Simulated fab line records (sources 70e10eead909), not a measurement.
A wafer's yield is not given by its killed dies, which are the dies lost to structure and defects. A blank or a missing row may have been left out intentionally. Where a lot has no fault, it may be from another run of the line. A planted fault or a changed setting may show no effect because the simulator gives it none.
fab line records / flow nand_harc
record lots=5 wafers=14 last_day=33
route steps=1302 shown A_DECK1_JOINT@533 A_ONON_D2@545
lots that met no fault: from a run of the same line without faults
start_h: start of the lot's first displayed wafer, in hours after the record's first day / wait_h: time in hours since the lot's previous step / " unchanged from the row above / L1.1+2: several wafers, shown together as one row / - no value, or no start was given / * or withheld: withheld / < > ~ a bound
route shown NAME@n: names a module that has steps shown in the file, with the first one's number in the route / usual: the fault-free wafers' mean and standard deviation / same: alike in all rows / chamber/n: place in a boat / sites: per-site readings / _std_site: the values' standard deviation / _edge_site: the outer-site mean with the inner-site mean subtracted / radius_mm: for every site, how far away it sits from the centre of the wafer / mask NAME#n: copy n / behind: the last tool/chamber to shape the wafer / hold: reason for holding the lot/hours on hold/outcome of the hold / device: names the non-switching transistor (n, p or np) / end of line: tests of these same wafers at the route's end / where a step has no rows: the recipe by itself / killed: dies that structure and defects cost at the first sort, which is not the same as the wafer's yield / map: per-die view of a wafer (x killed, . not killed, _ where there is no die)
set.NAME: the setting as run; set.NAME@STEP: as run at that earlier step / model.NAME: the simulator's own value behind a step, which no gauge read
lots at selected steps of the route; one table per step, one row per wafer
services: the hour from which a tool's chamber was out of use, counted from the record's first day as start_h (under 0 if before that day), plus the number of hours and why
## steps
# step NHARC_A_DECK1_JOINT_CVD_34
# recipe target_thk_a=200 temp_c=700 pressure_mtorr=300 material=SiNx
# step NHARC_A_DECK1_JOINT_DEP_06
# recipe target_thk_a=800 temp_c=65 material=SiOx
# step NHARC_A_DECK1_JOINT_CURE_26
# recipe temp_c=150 time_s=32 pressure_atm=0.395
# step NHARC_A_DECK1_JOINT_ANNEAL_27
# recipe temp_c=400 time_s=3600 idle_temp_c=300 ramp_up_c_per_min=10 densification_p_h2o_torr=640
# step NHARC_A_DECK1_JOINT_ANNEAL_28
# recipe temp_c=500 time_s=1800 idle_temp_c=400 ramp_up_c_per_min=10 densification_p_h2o_torr=640
# step NHARC_A_DECK1_JOINT_ANNEAL_29
# recipe temp_c=750 time_s=1800 idle_temp_c=500 ramp_up_c_per_min=10 ramp_down_c_per_min=3
# step NHARC_A_DECK1_JOINT_CMP_02
# recipe material=SiOx
# usual motor_current_A=12.0/1.3
lot.wafer=L419.3 tool=cmp-03 chamber=2 start_h=280.16 wait_h=0.4 motor_current_A=15.0
lot.wafer=L419.1 tool=cmp-03 chamber=0 start_h=280.16 wait_h=0.4 motor_current_A=12.3
lot.wafer=L419.6 tool=cmp-03 chamber=1 start_h=280.16 wait_h=0.4 motor_current_A=10.9
lot.wafer=L428.2 tool=cmp-04 chamber=1 start_h=379.61 wait_h=0.4 motor_current_A=12.1
lot.wafer=L428.4 tool=cmp-04 chamber=2 start_h=379.61 wait_h=0.4 motor_current_A=11.0
lot.wafer=L428.5 tool=cmp-04 chamber=0 start_h=379.61 wait_h=0.4 motor_current_A=13.2
lot.wafer=L437.3 tool=cmp-02 chamber=1 start_h=453.16 wait_h=0.4 motor_current_A=11.1
lot.wafer=L437.5 tool=cmp-02 chamber=3 start_h=453.16 wait_h=0.4 motor_current_A=11.6
lot.wafer=L439.2 tool=cmp-04 chamber=0 start_h=487.66 wait_h=0.4 motor_current_A=13.9
lot.wafer=L439.4 tool=cmp-04 chamber=1 start_h=487.66 wait_h=0.4 motor_current_A=13.2
lot.wafer=L439.5 tool=cmp-04 chamber=1 start_h=487.66 wait_h=0.4 motor_current_A=13.3
lot.wafer=L440.3 tool=cmp-04 chamber=1 start_h=506.16 wait_h=0.4 motor_current_A=13.2
lot.wafer=L440.1 tool=cmp-04 chamber=2 start_h=506.16 wait_h=0.4 motor_current_A=10.7
lot.wafer=L440.4 tool=cmp-04 chamber=3 start_h=506.16 wait_h=0.4 motor_current_A=11.0
# step NHARC_A_DECK1_JOINT_SRD_15
# step NHARC_A_DECK1_JOINT_DEP_16
# recipe target_thk_a=450 temp_c=400 pressure_torr=6.5 rf_w=900 teos_flow_sccm=161.4 flow_sccm=2650 target_thk_nm=45 gas=O2 material=SiO2
# usual heater_power_w=497/84 throttle_valve_pct=16.1/0.85
lot.wafer=L419.3 tool=pecvd-03 chamber=2 start_h=280.53 wait_h=0.1 heater_power_w=483 throttle_valve_pct=15.4
lot.wafer=L419.1 tool=pecvd-03 chamber=0 start_h=280.53 wait_h=0.1 heater_power_w=459 throttle_valve_pct=16.2
lot.wafer=L419.6 tool=pecvd-03 chamber=1 start_h=280.53 wait_h=0.1 heater_power_w=727 throttle_valve_pct=16.0
lot.wafer=L428.2 tool=pecvd-03 chamber=0 start_h=381.93 wait_h=0.2 heater_power_w=482 throttle_valve_pct=16.2
lot.wafer=L428.4 tool=pecvd-03 chamber=0 start_h=381.93 wait_h=0.2 heater_power_w=496 throttle_valve_pct=16.0
lot.wafer=L428.5 tool=pecvd-03 chamber=1 start_h=381.93 wait_h=0.2 heater_power_w=613 throttle_valve_pct=15.6
lot.wafer=L437.3 tool=pecvd-02 chamber=0 start_h=453.61 wait_h=0.2 heater_power_w=489 throttle_valve_pct=15.6
lot.wafer=L437.5 tool=pecvd-02 chamber=0 start_h=453.61 wait_h=0.2 heater_power_w=495 throttle_valve_pct=15.8
lot.wafer=L439.2 tool=pecvd-02 chamber=2 start_h=488.04 wait_h=0.1 heater_power_w=503 throttle_valve_pct=15.1
lot.wafer=L439.5 tool=pecvd-02 chamber=2 start_h=488.04 wait_h=0.1 heater_power_w=372 throttle_valve_pct=14.8
lot.wafer=L439.4 tool=pecvd-02 chamber=1 start_h=488.04 wait_h=0.1 heater_power_w=368 throttle_valve_pct=16.3
lot.wafer=L440.1 tool=pecvd-03 chamber=2 start_h=506.52 wait_h=0.1 heater_power_w=439 throttle_valve_pct=15.5
lot.wafer=L440.3 tool=pecvd-03 chamber=2 start_h=506.52 wait_h=0.1 heater_power_w=450 throttle_valve_pct=15.5
lot.wafer=L440.4 tool=pecvd-03 chamber=0 start_h=506.52 wait_h=0.1 heater_power_w=423 throttle_valve_pct=16.5
# step NHARC_A_DECK1_JOINT_THK_MEAS_17
# recipe thk_meas_gauge=ellipsometry
# usual thk_nm=45.1/1.1
lot.wafer=L419.1 tool=film_metro-02 chamber=- start_h=280.80 wait_h=0.2 thk_nm=44.7
lot.wafer=L419.3 tool=film_metro-02 chamber=- start_h=280.80 wait_h=0.2 thk_nm=45.1
lot.wafer=L419.6 tool=film_metro-02 chamber=- start_h=280.80 wait_h=0.2 thk_nm=44.6
lot.wafer=L428.2 tool=film_metro-01 chamber=- start_h=382.18 wait_h=0.2 thk_nm=45.9
lot.wafer=L428.4 tool=film_metro-01 chamber=- start_h=382.18 wait_h=0.2 thk_nm=46.7
lot.wafer=L428.5 tool=film_metro-01 chamber=- start_h=382.18 wait_h=0.2 thk_nm=44.6
lot.wafer=L437.3 tool=film_metro-01 chamber=- start_h=453.89 wait_h=0.2 thk_nm=45.3
lot.wafer=L437.5 tool=film_metro-01 chamber=- start_h=453.89 wait_h=0.2 thk_nm=45.0
lot.wafer=L439.2 tool=film_metro-02 chamber=- start_h=488.32 wait_h=0.3 thk_nm=45.5
lot.wafer=L439.4 tool=film_metro-02 chamber=- start_h=488.32 wait_h=0.3 thk_nm=44.3
lot.wafer=L439.5 tool=film_metro-02 chamber=- start_h=488.32 wait_h=0.3 thk_nm=46.8
lot.wafer=L440.1 tool=film_metro-02 chamber=- start_h=506.88 wait_h=0.3 thk_nm=44.6
lot.wafer=L440.3 tool=film_metro-02 chamber=- start_h=506.88 wait_h=0.3 thk_nm=42.7
lot.wafer=L440.4 tool=film_metro-02 chamber=- start_h=506.88 wait_h=0.3 thk_nm=44.1
# step NHARC_A_DECK1_JOINT_INSPECT_05
# usual raw_defect_count=341/120
lot.wafer=L419.1 tool=defect_inspect-02 chamber=- start_h=280.84 wait_h=0.0 raw_defect_count=189
lot.wafer=L419.3 tool=defect_inspect-02 chamber=- start_h=280.84 wait_h=0.0 raw_defect_count=238
lot.wafer=L419.6 tool=defect_inspect-02 chamber=- start_h=280.84 wait_h=0.0 raw_defect_count=377
lot.wafer=L428.2 tool=defect_inspect-01 chamber=- start_h=388.10 wait_h=5.9 raw_defect_count=195
lot.wafer=L428.4 tool=defect_inspect-01 chamber=- start_h=388.10 wait_h=5.9 raw_defect_count=305
lot.wafer=L428.5 tool=defect_inspect-01 chamber=- start_h=388.10 wait_h=5.9 raw_defect_count=349
lot.wafer=L437.3 tool=defect_inspect-01 chamber=- start_h=453.93 wait_h=0.0 raw_defect_count=412
lot.wafer=L437.5 tool=defect_inspect-01 chamber=- start_h=453.93 wait_h=0.0 raw_defect_count=129
lot.wafer=L439.2 tool=defect_inspect-02 chamber=- start_h=488.36 wait_h=0.0 raw_defect_count=554
lot.wafer=L439.4 tool=defect_inspect-02 chamber=- start_h=488.36 wait_h=0.0 raw_defect_count=312
lot.wafer=L439.5 tool=defect_inspect-02 chamber=- start_h=488.36 wait_h=0.0 raw_defect_count=355
lot.wafer=L440.1 tool=defect_inspect-02 chamber=- start_h=506.92 wait_h=0.0 raw_defect_count=263
lot.wafer=L440.3 tool=defect_inspect-02 chamber=- start_h=506.92 wait_h=0.0 raw_defect_count=241
lot.wafer=L440.4 tool=defect_inspect-02 chamber=- start_h=506.92 wait_h=0.0 raw_defect_count=212
# step NHARC_A_ONON_D2_DEP_00
# recipe target_thk_a=10000 n2_flow_sccm=2750 n2o_flow_sccm=2000 nh3_flow_sccm=500 sih4_flow_sccm=210 temp_c=400
lot.wafer=L419.1+3+6 tool=pecvd_onon-04 chamber=0 start_h=280.91 wait_h=0.1
lot.wafer=L428.2+4+5 tool=pecvd_onon-04 chamber=0 start_h=388.25 wait_h=0.1
lot.wafer=L437.3+5 tool=pecvd_onon-04 chamber=0 start_h=454.11 wait_h=0.2
lot.wafer=L439.2+4+5 tool=pecvd_onon-03 chamber=0 start_h=488.48 wait_h=0.1
lot.wafer=L440.1+3+4 tool=pecvd_onon-03 chamber=0 start_h=506.99 wait_h=0.1
# step NHARC_A_ONON_D2_THK_MEAS_02
# recipe thk_meas_gauge=ellipsometry
# usual thk_nm=1002/9.6
lot.wafer=L419.1 tool=film_metro-01 chamber=- start_h=281.42 wait_h=- thk_nm=1009
lot.wafer=L419.3 tool=film_metro-01 chamber=- start_h=281.42 wait_h=- thk_nm=1008
lot.wafer=L419.6 tool=film_metro-01 chamber=- start_h=281.42 wait_h=- thk_nm=1007
lot.wafer=L428.2 tool=film_metro-01 chamber=- start_h=388.70 wait_h=- thk_nm=1000
lot.wafer=L428.4 tool=film_metro-01 chamber=- start_h=388.70 wait_h=- thk_nm=998
lot.wafer=L428.5 tool=film_metro-01 chamber=- start_h=388.70 wait_h=- thk_nm=999
lot.wafer=L437.3 tool=film_metro-02 chamber=- start_h=454.53 wait_h=- thk_nm=989
lot.wafer=L437.5 tool=film_metro-02 chamber=- start_h=454.53 wait_h=- thk_nm=625
lot.wafer=L439.2 tool=film_metro-02 chamber=- start_h=488.94 wait_h=- thk_nm=1004
lot.wafer=L439.4 tool=film_metro-02 chamber=- start_h=488.94 wait_h=- thk_nm=1004
lot.wafer=L439.5 tool=film_metro-02 chamber=- start_h=488.94 wait_h=- thk_nm=1006
lot.wafer=L440.1 tool=film_metro-02 chamber=- start_h=507.49 wait_h=- thk_nm=1001
lot.wafer=L440.3 tool=film_metro-02 chamber=- start_h=507.49 wait_h=- thk_nm=1001
lot.wafer=L440.4 tool=film_metro-02 chamber=- start_h=507.49 wait_h=- thk_nm=1002
# step NHARC_A_ONON_D2_DEP_03
# recipe target_thk_a=10000 n2_flow_sccm=2750 n2o_flow_sccm=2000 nh3_flow_sccm=500 sih4_flow_sccm=210 temp_c=400
## services
tool=cmp-03 chamber=- start_h=256.44 hours=0.8 kind=repair
tool=cmp-03 chamber=- start_h=260.12 hours=4.0 kind=pm
tool=cmp-02 chamber=- start_h=278.06 hours=2.8 kind=repair
tool=cmp-04 chamber=- start_h=282.05 hours=4.0 kind=pm
tool=pecvd-02 chamber=- start_h=288.49 hours=1.5 kind=repair
tool=cmp-02 chamber=- start_h=288.90 hours=2.6 kind=repair
tool=pecvd_onon-04 chamber=- start_h=311.33 hours=13.0 kind=pm
tool=pecvd-02 chamber=- start_h=333.72 hours=3.4 kind=repair
tool=cmp-03 chamber=- start_h=339.55 hours=2.1 kind=repair
tool=cmp-03 chamber=- start_h=358.12 hours=4.0 kind=pm
tool=pecvd-03 chamber=- start_h=366.33 hours=13.0 kind=pm
tool=cmp-04 chamber=- start_h=380.05 hours=4.0 kind=pm
tool=cmp-03 chamber=- start_h=394.59 hours=0.9 kind=repair
tool=pecvd-03 chamber=0 start_h=398.87 hours=3.1 kind=repair
tool=pecvd_onon-03 chamber=- start_h=408.02 hours=13.0 kind=pm
tool=pecvd-02 chamber=- start_h=408.23 hours=13.0 kind=pm
tool=cmp-03 chamber=- start_h=412.07 hours=2.5 kind=repair
tool=pecvd-02 chamber=0 start_h=433.99 hours=2.5 kind=repair
tool=cmp-04 chamber=- start_h=445.41 hours=0.9 kind=repair
tool=cmp-03 chamber=- start_h=456.12 hours=4.0 kind=pm
tool=cmp-04 chamber=- start_h=478.05 hours=4.0 kind=pm
tool=cmp-03 chamber=- start_h=487.28 hours=1.1 kind=repair
tool=pecvd_onon-04 chamber=- start_h=492.33 hours=13.0 kind=pm
tool=pecvd-03 chamber=1 start_h=499.86 hours=20.1 kind=repair
## key
first_sign step=NHARC_A_ONON_D2_THK_MEAS_02 reading=thk_nm direction=down sigmas=39 usual=1002 struck=625
effect none on later readings
met_at NHARC_A_ONON_D2_DEP_00
struck_wafers L437.5
later_rows_left_out L437.5
sort_left_out L437.5
tester_left_out L437
onset_between 388.25 454.11
fault kind=process_parameter_drift tool=pecvd_onon-04 chamber=- onset_h=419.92 steps=NHARC_A_ONON_D2_DEP_00 channel=target_thk_a offset=* shape=step end_h=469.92 scope=struck_wafers_only acts_in=* stated=*
# tester_left_out: of these lots the tester's yield and bins aren't shown, on N5 and GAA mostly nor the transistor test; their killed dies are dies lost to structure and defects alone, not to doping, threshold or leakage, so they don't give the yield
# sort_left_out: the simulated sort isn't trusted on such a fault, so these wafers' sort isn't shown, and their yield isn't known
# later_rows_left_out: the simulator's readings of these wafers behind a module that went badly wrong aren't trusted and aren't shown, but for the sort
